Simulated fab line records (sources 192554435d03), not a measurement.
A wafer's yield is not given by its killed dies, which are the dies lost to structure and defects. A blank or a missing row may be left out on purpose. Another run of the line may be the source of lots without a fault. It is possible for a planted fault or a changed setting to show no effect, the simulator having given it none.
Chamber matching -- flow n5_finfet -- N5_BEOL_M0_SAQP_MANDREL1_REMOVE_100 on rie_si-02: 4 sister chambers
The step chemistry HBr/Cl2/O2, target a-Si, stops on SiNx, bt time 10 s. 24 wafers are shown with their chamber, then 12 later ones without.

EACH WAFER AND ITS CHAMBER
wafer,chamber,throttle_valve_pct (%),drypump_motor_current_A (A),rf_fwd_power_W (W)
L077.1,2,37.8,5.7,595.5
L077.2,0,36.8,5.4,591.2
L077.5,2,37.8,5.7,593.2
L083.1,3,37.1,6.6,598.7
L083.2,2,37.8,5.7,598.4
L083.5,1,36.9,5.8,594.9
L084.2,2,37.8,5.7,594.0
L084.4,1,36.9,5.7,595.3
L084.6,0,36.8,5.5,592.3
L085.1,0,36.8,5.5,593.4
L085.2,1,36.9,5.8,597.5
L085.3,3,37.1,6.6,600.1
L085.4,2,37.8,5.7,594.6
L085.5,3,37.1,6.6,599.0
L085.6,0,36.8,5.5,596.0
L086.1,1,36.9,5.7,597.7
L086.2,3,37.1,6.6,597.2
L086.4,2,37.9,5.7,595.7
L089.1,3,37.1,6.6,597.2
L089.3,0,36.8,5.5,597.6
L089.5,0,36.8,5.5,592.4
L090.1,3,37.1,6.6,602.4
L090.2,1,36.9,5.8,598.5
L090.4,2,37.8,5.7,596.0

SIGNATURES (means of the wafers above)
reading,chamber 0,chamber 1,chamber 2,chamber 3,scatter within a chamber
throttle_valve_pct,36.800,36.900,37.814,37.100,0.0207
drypump_motor_current_A,5.483,5.760,5.700,6.600,0.0319
rf_fwd_power_W,593.817,596.780,595.343,599.100,1.96
Rule: a wafer's distance from a chamber is the root of the sum, over the readings, of the square of ((its reading less the chamber's mean) divided by the reading's scatter). The wafer belongs to the nearest chamber; if the next one is less than 2 further off, it can't be placed. How the scatter is found: for the shown wafers, subtract from each reading the mean of its chamber, square and add these, divide the total by (wafers less chambers), then take the root.

WAFERS WHOSE CHAMBER IS MISSING
wafer,throttle_valve_pct (%),drypump_motor_current_A (A),rf_fwd_power_W (W)
L091.1,36.8,5.5,592.2
L091.3,37.1,6.6,600.4
L091.6,36.9,5.8,598.6
L092.3,37.9,5.7,594.2
L092.4,36.9,5.8,596.3
L092.5,37.8,5.7,595.7
L094.1,36.9,5.8,597.2
L094.2,36.8,5.5,595.5
L094.5,37.9,5.7,595.2
L095.1,37.1,6.6,596.9
L095.5,37.1,6.6,598.0
L095.6,37.8,5.7,592.9

EACH ONE'S CHAMBER
wafer,from the rows above,in truth
L091.1,0,0
L091.3,3,3
L091.6,1,1
L092.3,2,2
L092.4,1,1
L092.5,2,2
L094.1,1,1
L094.2,0,0
L094.5,2,2
L095.1,3,3
L095.5,3,3
L095.6,2,2
Correct placement for 12 of the 12. Number that these rows cannot place: 0. 0 placed wrongly.
